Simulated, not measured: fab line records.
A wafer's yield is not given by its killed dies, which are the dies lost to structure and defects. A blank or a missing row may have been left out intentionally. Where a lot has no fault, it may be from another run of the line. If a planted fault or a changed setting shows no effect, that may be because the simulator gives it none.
Which tool is to blame? -- flow n5Finfet -- 11 lots with 33 wafers sampled at 4 steps, on a route of 1938 steps

WHAT THE GAUGES READ, wafer by wafer
The record lacks any reading of a measuring or inspecting step that a usual standard deviation could be used to judge.

WHICH TOOL RAN EACH LOT (tool, then ch and the chambers of the sampled wafers, then the start)
lot,N5_HKMG_FIN_STRIP_89,N5_HKMG_FIN_NWFM_ALD_20,N5_HKMG_FIN_ALD_71,N5_HKMG_FIN_ALD_72
L767,"rieDiel-05 ch 0,2,3, day 4 19:51","aldMetal-03 ch 0,2,3, day 4 20:25","aldMetal-03 ch 0,2,3, day 4 20:31","cvdW-01 ch 0,1, day 4 21:59"
L768,"rieDiel-05 ch 0,2,3, day 5 00:13","aldMetal-04 ch 1,2, day 5 00:47","aldMetal-04 ch 1,2, day 5 00:53","cvdW-02 ch 0,1, day 5 02:23"
L769,"rieDiel-03 ch 1,2, day 5 07:27","aldMetal-01 ch 0,1, day 5 08:01","aldMetal-01 ch 0,1, day 5 08:07","cvdW-02 ch 0,1, day 5 09:34"
L773,"rieDiel-03 ch 0,1, day 6 05:46","aldMetal-01 ch 1,2,3, day 6 06:20","aldMetal-01 ch 1,2,3, day 6 06:26","cvdW-02 ch 0,1, day 6 07:56"
L777,"rieDiel-03 ch 0,1,2, day 7 08:07","aldMetal-04 ch 1,3, day 7 08:43","aldMetal-04 ch 1,3, day 7 08:49","cvdW-02 ch 0,1, day 7 10:16"
L780,"rieDiel-05 ch 0,2,3, day 7 23:30","aldMetal-03 ch 1,2, day 8 00:06","aldMetal-03 ch 1,2, day 8 00:12","cvdW-02 ch 0, day 8 01:38"
L779,"rieDiel-03 ch 0,1, day 8 04:39","aldMetal-04 ch 1,2,3, day 8 05:13","aldMetal-04 ch 1,2,3, day 8 05:19","cvdW-01 ch 0,1, day 8 06:57"
L782,"rieDiel-04 ch 1,2,3, day 8 08:26","aldMetal-04 ch 1,2,3, day 8 09:01","aldMetal-04 ch 1,2,3, day 8 09:06","cvdW-02 ch 0,1, day 8 10:35"
L785,"rieDiel-04 ch 1,2,3, day 9 05:14","aldMetal-01 ch 2,3, day 9 05:48","aldMetal-01 ch 2,3, day 9 05:54","cvdW-01 ch 0,1, day 9 07:21"
L786,"rieDiel-05 ch 0,1,2, day 9 14:20","aldMetal-03 ch 0,2, day 9 14:58","aldMetal-03 ch 0,2, day 9 15:11","cvdW-01 ch 0,1, day 9 16:52"
L788,"rieDiel-03 ch 0,1,2, day 10 01:43","aldMetal-03 ch 0,1,2, day 10 02:18","aldMetal-03 ch 0,1,2, day 10 02:24","cvdW-01 ch 0,1, day 10 04:00"
- N5_HKMG_FIN_STRIP_89: strips SOC in N2/H2, time 20 s.
- N5_HKMG_FIN_NWFM_ALD_20: deposits TiAlC, target thk 2 nm, pulse time 3 s, purge time 2 s.
- N5_HKMG_FIN_ALD_71: deposits TiN, target thk 1 nm, pulse time 1 s, purge time 3 s.
- N5_HKMG_FIN_ALD_72: deposits W, target thk 2 nm, pulse time 1 s, purge time 2 s.

AS READ BY THE TOOLS THEMSELVES (means over the sampled wafers that have a number; for cases with no such wafer, the mark the record gives instead)
N5_HKMG_FIN_STRIP_89. Usual: drypumpMotorCurrentA 5.9 A, standard deviation 0.45; h2FlowSccm 299.9 sccm, standard deviation 0.87; oesProductAu 0.76 a.u., standard deviation 0.082; rfVppV 54.2 V, standard deviation 0.8; showerheadPlenumPTorr 3.34 Torr, standard deviation 0.09; throttleValvePct 19.0 %, standard deviation 0.34.
lot,tool,drypumpMotorCurrentA (A),h2FlowSccm (sccm),oesProductAu (a.u.),rfVppV (V),showerheadPlenumPTorr (Torr),throttleValvePct (%),flag
L767,rieDiel-05,6.0,299.2,0.72,54.4,3.29,19.0,
L768,rieDiel-05,6.0,299.8,0.71,53.7,3.29,19.0,
L769,rieDiel-03,6.2,300.6,0.79,54.8,3.41,19.5,
L773,rieDiel-03,5.8,299.2,0.80,54.1,3.32,19.0,
L777,rieDiel-03,6.0,300.3,0.78,54.6,3.36,19.3,
L780,rieDiel-05,6.0,299.7,0.69,54.0,3.28,19.0,
L779,rieDiel-03,5.8,300.5,0.77,54.0,3.31,19.0,
L782,rieDiel-04,6.1,299.7,0.73,53.9,3.34,19.0,
L785,rieDiel-04,6.2,299.4,0.72,54.1,3.34,19.0,
L786,rieDiel-05,5.6,300.0,0.69,54.3,3.24,19.2,
L788,rieDiel-03,6.0,300.3,0.75,54.0,3.34,19.3,

N5_HKMG_FIN_NWFM_ALD_20. Usual: heaterPowerW 483 W, standard deviation 40; precursorPulseHeightRel 0.999, standard deviation 0.021.
lot,tool,heaterPowerW (W),precursorPulseHeightRel,flag
L767,aldMetal-03,481,0.984,
L768,aldMetal-04,435,0.998,
L769,aldMetal-01,555,0.986,
L773,aldMetal-01,497,1.001,
L777,aldMetal-04,466,1.002,
L780,aldMetal-03,490,1.019,
L779,aldMetal-04,453,1.006,
L782,aldMetal-04,449,0.980,
L785,aldMetal-01,457,0.986,
L786,aldMetal-03,484,1.022,
L788,aldMetal-03,485,1.018,

N5_HKMG_FIN_ALD_71. Usual: heaterPowerW 867 W, standard deviation 77; precursorPulseHeightRel 1.003, standard deviation 0.021.
lot,tool,heaterPowerW (W),precursorPulseHeightRel,flag
L767,aldMetal-03,856,1.004,
L768,aldMetal-04,777,1.005,
L769,aldMetal-01,1000,1.009,
L773,aldMetal-01,888,1.009,
L777,aldMetal-04,848,0.988,
L780,aldMetal-03,873,1.004,
L779,aldMetal-04,818,1.011,
L782,aldMetal-04,801,1.030,
L785,aldMetal-01,836,0.992,
L786,aldMetal-03,864,0.984,
L788,aldMetal-03,869,1.004,

N5_HKMG_FIN_ALD_72. Usual: heaterPowerW 481 W, standard deviation 19; precursorPulseHeightRel 0.999, standard deviation 0.018.
lot,tool,heaterPowerW (W),precursorPulseHeightRel,flag
L767,cvdW-01,465,0.990,
L768,cvdW-02,488,0.995,
L769,cvdW-02,482,0.994,
L773,cvdW-02,485,0.992,
L777,cvdW-02,490,0.989,
L780,cvdW-02,498,0.988,
L779,cvdW-01,463,0.999,
L782,cvdW-02,494,0.998,
L785,cvdW-01,460,1.002,
L786,cvdW-01,470,0.977,
L788,cvdW-01,464,1.010,

THE ANSWER, worked out from the rows above alone
Rule: take the mean of a lot's wafers that have a number; if it is more than 3 standard deviations from the usual mean, the lot is off. Also off: a lot with no number at a reading for which 4 or more lots have one. The other lots that the step has rows for count as sound. Order of review: gauges by route order, followed by the tools' own readings, for which a lot's mean as printed above is used. The first step at which some lot is off is used, and at that step the reading that is off furthest; a lot without a number counts as furthest.
None of the lots is off at any reading shown; this tells nothing.

WHAT WAS PUT IN BY THE SIMULATOR
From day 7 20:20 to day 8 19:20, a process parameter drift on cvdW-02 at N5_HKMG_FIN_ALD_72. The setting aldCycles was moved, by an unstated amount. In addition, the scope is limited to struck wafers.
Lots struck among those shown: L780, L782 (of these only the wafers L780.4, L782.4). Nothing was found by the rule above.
